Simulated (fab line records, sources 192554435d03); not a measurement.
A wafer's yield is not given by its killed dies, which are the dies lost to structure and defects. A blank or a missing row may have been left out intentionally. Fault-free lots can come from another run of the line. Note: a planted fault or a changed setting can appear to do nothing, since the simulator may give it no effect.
Which tool is to blame?	flow n5_finfet	9 lots with 26 wafers sampled at 7 steps, on a route of 1938 steps

WHAT EACH GAUGE READ, for each wafer
N5_BEOL_M4_RC_MEAS_101. Usual: DIBL_N 36.3 mV/V, standard deviation 1.6; DIBL_P 36.4 mV/V, standard deviation 2.1; IOFF_N 0.16 nA/um, standard deviation 0.032; IOFF_P 0.22 nA/um, standard deviation 0.044; ION_N 675 uA/um, standard deviation 12; ION_P 463 uA/um, standard deviation 8.3; SS_N 71.6 mV/dec, standard deviation 0.64; SS_P 73.3 mV/dec, standard deviation 0.67; VT_N 250 mV, standard deviation 3.3; VT_P -250 mV, standard deviation 3.7.
lot	measured	on	DIBL_N (mV/V)	DIBL_P (mV/V)	IOFF_N (nA/um)	IOFF_P (nA/um)	ION_N (uA/um)	ION_P (uA/um)	SS_N (mV/dec)	SS_P (mV/dec)	VT_N (mV)	VT_P (mV)	flag
L710	day 9 17:16	prober-01	37.6 35.8 35.0	38.7 35.3 35.0	0.17 0.13 0.12	0.21 0.16 0.16	675 672 666	462 452 455	72.0 71.6 70.9	73.9 72.1 72.7	248 252 252	-250 -256 -255	
L712	day 10 02:59	prober-01	36.7 36.5 37.5	36.5 36.4 37.5	0.17 0.16 0.18	0.22 0.20 0.22	675 664 682	470 455 469	71.0 71.4 72.1	73.9 72.9 74.1	248 251 248	-249 -251 -248	
L708	day 10 05:23	prober-01	33.9 35.8 33.8	34.4 36.6 33.3	0.12 0.16 0.12	0.18 0.21 0.17	664 683 663	454 466 460	70.7 71.1 71.6	72.0 72.7 72.3	254 250 252	-252 -253 -254	
L716	day 11 15:10	prober-01	38.2 37.8	39.1 37.9	0.18 0.18	0.32 0.31	683 686	477 484	71.7 72.3	73.5 73.8	249 247	-244 -240	
L721	day 13 03:26	prober-01	33.4 35.7 36.9	34.7 36.9 39.4	0.13 0.16 0.19	0.18 0.22 0.26	657 672 668	454 461 463	71.0 71.3 72.0	72.7 73.6 74.2	252 250 247	-250 -250 -248	
L725	day 13 20:44	prober-01	38.0 33.7 34.7	37.5 32.2 33.5	0.20 0.12 0.13	0.26 0.17 0.18	699 654 674	471 452 461	72.3 70.6 71.4	74.3 72.7 74.0	246 253 251	-244 -250 -251	
L727	day 14 05:22	prober-02	34.3 34.8 33.7	32.5 33.8 31.3	0.10 0.12 0.09	0.13 0.14 0.12	642 676 651	435 460 442	70.7 71.0 70.2	72.8 73.8 71.9	257 253 258	-258 -256 -259	
L726	day 14 11:29	prober-02	34.9 37.0 37.3	35.0 37.8 37.6	0.14 0.18 0.18	0.19 0.24 0.23	666 681 685	465 469 467	71.3 71.4 71.3	72.3 73.3 73.4	251 246 244	-251 -247 -249	
L729	day 15 14:51	prober-02	35.6 34.9 36.8	35.1 34.2 35.7	0.12 0.12 0.14	0.18 0.17 0.19	648 672 667	450 464 461	71.4 70.7 70.9	73.4 73.2 72.4	255 254 252	-253 -251 -253	

N5_BEOL_M12_THK_MEAS_50: measures by xrf. Usual: M12_THK 319 nm, standard deviation 5.5.
lot	measured	on	M12_THK (nm)	flag
L710	day 12 13:34	film_metro-02	330 322 321	
L712	day 13 13:29	film_metro-02	317 324 327	
L708	day 13 14:18	film_metro-02	323 321 313	
L716	day 15 01:34	film_metro-02	316 589	OFF
L721	day 15 23:25	film_metro-01	582 319 317	OFF
L725	day 16 19:31	film_metro-01	319 318 317	
L727	day 17 13:04	film_metro-01	319 318 321	
L726	day 17 06:40	film_metro-02	313 310 321	
L729	day 18 16:52	film_metro-02	326 321 326	

N5_BEOL_M12_INSPECT_55: inspects for defects (darkfield). Usual: raw_defect_count at 72, with a standard deviation of 25.
lot	measured	on	raw_defect_count	flag
L710	day 12 13:43	defect_inspect-01	65 86 68	
L712	day 13 13:39	defect_inspect-02	57 81 57	
L708	day 13 14:28	defect_inspect-01	66 70 95	
L716	day 15 01:44	defect_inspect-01	118 4833	OFF
L721	day 15 23:35	defect_inspect-02	4909 46 66	OFF
L725	day 16 19:40	defect_inspect-01	71 61 128	
L727	day 17 13:17	defect_inspect-02	56 16 64	
L726	day 17 06:49	defect_inspect-01	64 62 97	
L729	day 18 17:01	defect_inspect-02	67 40 60	

WHICH TOOL RAN EACH LOT (tool, then ch and the chambers of the sampled wafers, then the start)
lot	N5_BEOL_M12_ETCH_67	N5_BEOL_M12_DEGAS_41	N5_BEOL_M12_CMP_49	N5_BEOL_M12_DEP_53
L710	rie_diel-02 ch 2,3, day 12 09:14	pvd_sputter-01, day 12 12:13	cmp-04 ch 0,1,3, day 12 13:16	pecvd-03 ch 0,2, day 12 13:37
L712	rie_diel-02 ch 2,3, day 13 07:46	pvd_sputter-01, day 13 12:23	cmp-02 ch 0,3, day 13 13:11	pecvd-01 ch 1, day 13 13:33
L708	rie_diel-02 ch 0,1,2, day 13 08:15	pvd_sputter-03, day 13 13:01	cmp-03 ch 0,1,3, day 13 14:01	pecvd-03 ch 0,1, day 13 14:22
L716	rie_diel-06 ch 0,1, day 14 17:56	pvd_sputter-01, day 15 00:17	cmp-02 ch 2,3, day 15 01:19	pecvd-03 ch 0,1, day 15 01:39
L721	rie_diel-06 ch 0,2,3, day 15 21:22	pvd_sputter-01, day 15 22:19	cmp-02 ch 0,2, day 15 23:07	pecvd-02 ch 1,2, day 15 23:30
L725	rie_diel-06 ch 1,2,3, day 16 15:16	pvd_sputter-03, day 16 18:23	cmp-04 ch 0,3, day 16 19:16	pecvd-01 ch 0,1,2, day 16 19:35
L727	rie_diel-03 ch 1,3, day 17 08:41	pvd_sputter-03, day 17 11:58	cmp-03 ch 1,2,3, day 17 12:53	pecvd-01 ch 0,2, day 17 13:08
L726	rie_diel-03 ch 1,2,3, day 17 03:38	pvd_sputter-03, day 17 05:33	cmp-03 ch 0,2,3, day 17 06:26	pecvd-01 ch 0,1,2, day 17 06:43
L729	rie_diel-03 ch 0,2,3, day 18 13:38	pvd_sputter-01, day 18 15:46	cmp-04 ch 0,1,2, day 18 16:36	pecvd-01 ch 0,1,2, day 18 16:55
- N5_BEOL_M12_ETCH_67: etches SiARC in CF4, target depth 143 nm, time 238.3 s.
- N5_BEOL_M12_DEGAS_41: time 60 s.
- N5_BEOL_M12_CMP_49: polishes, stops on SiOC, t overpolish 20.6 s, target thk 320 nm.
- N5_BEOL_M12_DEP_53: deposits SiCN from 3MS/NH3, target thk 30 nm, time 10.5 s.

AS READ BY THE TOOLS THEMSELVES (means over the sampled wafers that have a number; for cases with no such wafer, the mark the record gives instead)
N5_BEOL_M12_ETCH_67. Usual: drypump_motor_current_A 5.9 A, standard deviation 0.55; etch_rf_on_time_s 235 s, standard deviation 4.7; oes_product_au 0.71 a.u., standard deviation 0.084; rf_vpp_V 184.6 V, standard deviation 1.1; showerhead_plenum_p_Torr 2.17 Torr, standard deviation 0.065; throttle_valve_pct 15.47 %, standard deviation 0.28.
lot	tool	drypump_motor_current_A (A)	etch_rf_on_time_s (s)	oes_product_au (a.u.)	rf_vpp_V (V)	showerhead_plenum_p_Torr (Torr)	throttle_valve_pct (%)	flag
L710	rie_diel-02	6.0	237	0.66	183.0	2.07	15.43	
L712	rie_diel-02	5.6	230	0.73	183.2	2.09	15.40	
L708	rie_diel-02	5.6	232	0.79	183.3	2.16	15.32	
L716	rie_diel-06	5.6	232	0.58	185.6	2.20	15.81	
L721	rie_diel-06	6.3	241	0.70	184.3	2.19	15.49	
L725	rie_diel-06	6.0	237	0.77	185.0	2.18	15.33	
L727	rie_diel-03	6.0	229	0.68	185.2	2.22	15.86	
L726	rie_diel-03	5.9	236	0.66	184.2	2.16	15.71	
L729	rie_diel-03	5.5	234	0.76	185.6	2.21	15.32	

N5_BEOL_M12_DEGAS_41. Usual: heater_power_w at 334 W, with a standard deviation of 47.
lot	tool	heater_power_w (W)	flag
L710	pvd_sputter-01	301	
L712	pvd_sputter-01	309	
L708	pvd_sputter-03	361	
L716	pvd_sputter-01	306	
L721	pvd_sputter-01	317	
L725	pvd_sputter-03	352	
L727	pvd_sputter-03	307	
L726	pvd_sputter-03	330	
L729	pvd_sputter-01	323	

N5_BEOL_M12_CMP_49. Usual: barrier_field_endpoint_s 30.4 s, standard deviation 0.69; motor_current_A 6.0 A, standard deviation 0.64; overpolish_run_s 20.601 s, standard deviation 0.0093.
lot	tool	barrier_field_endpoint_s (s)	motor_current_A (A)	overpolish_run_s (s)	flag
L710	cmp-04	30.3	6.0	20.610	
L712	cmp-02	30.8	7.3	20.597	
L708	cmp-03	30.3	5.7	20.603	
L716	cmp-02	46.5	6.7	12.236	OFF
L721	cmp-02	41.0	7.0	15.254	OFF
L725	cmp-04	29.9	6.8	20.615	
L727	cmp-03	30.8	5.6	20.605	
L726	cmp-03	30.5	6.0	20.596	
L729	cmp-04	30.8	5.6	20.608	

N5_BEOL_M12_DEP_53. Usual: showerhead_plenum_p_Torr 4.147 Torr, standard deviation 0.029; throttle_valve_pct 18.0 %, standard deviation 0.99.
lot	tool	showerhead_plenum_p_Torr (Torr)	throttle_valve_pct (%)	flag
L710	pecvd-03	4.167	18.3	
L712	pecvd-01	4.107	17.1	
L708	pecvd-03	4.152	18.5	
L716	pecvd-03	4.152	18.4	
L721	pecvd-02	4.134	18.3	
L725	pecvd-01	4.130	18.0	
L727	pecvd-01	4.149	18.8	
L726	pecvd-01	4.133	18.0	
L729	pecvd-01	4.138	18.0	

THE ANSWER, worked out from the rows above alone
Rule: a lot counts as off when the mean over its wafers that have a number is more than 3 standard deviations away from the usual mean. Also off: a lot with no number at a reading for which 4 or more lots have one. All remaining lots with rows at the step are treated as sound. The gauges are gone through in route order, then the tools' own readings, and for those a lot's mean is taken as printed above. The first step at which some lot is off is used, and at that step the reading that is off furthest; a lot without a number counts as furthest.
Off: L716, L721, at N5_BEOL_M12_THK_MEAS_50 (M12_THK).
If a tool, at a process step before that reading, ran all the lots that are off and no sound lot after the first of them, it fits. Not tried: the gauges at N5_BEOL_M12_THK_MEAS_50; whatever is off there is also off at N5_BEOL_M12_INSPECT_55, on other tools, and gauge error can't account for it. One fits: cmp-02 at N5_BEOL_M12_CMP_49. Its last sound lot is L712 (day 13 13:11), its first lot that is off L716 (day 15 01:19): a fault that began between those two fits.
The tool's own readings at N5_BEOL_M12_CMP_49 bear it out: on the lots that are off they differ by more than 5 times the standard deviation of the sound lots' means. barrier_field_endpoint_s reads 43.8 s there against 30.5 s on the sound lots; overpolish_run_s reads 13.745 s there against 20.605 s on the sound lots.

WHAT WAS PUT IN BY THE SIMULATOR
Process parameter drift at N5_BEOL_M12_CMP_49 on cmp-02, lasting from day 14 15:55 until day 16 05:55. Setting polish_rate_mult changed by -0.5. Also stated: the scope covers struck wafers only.
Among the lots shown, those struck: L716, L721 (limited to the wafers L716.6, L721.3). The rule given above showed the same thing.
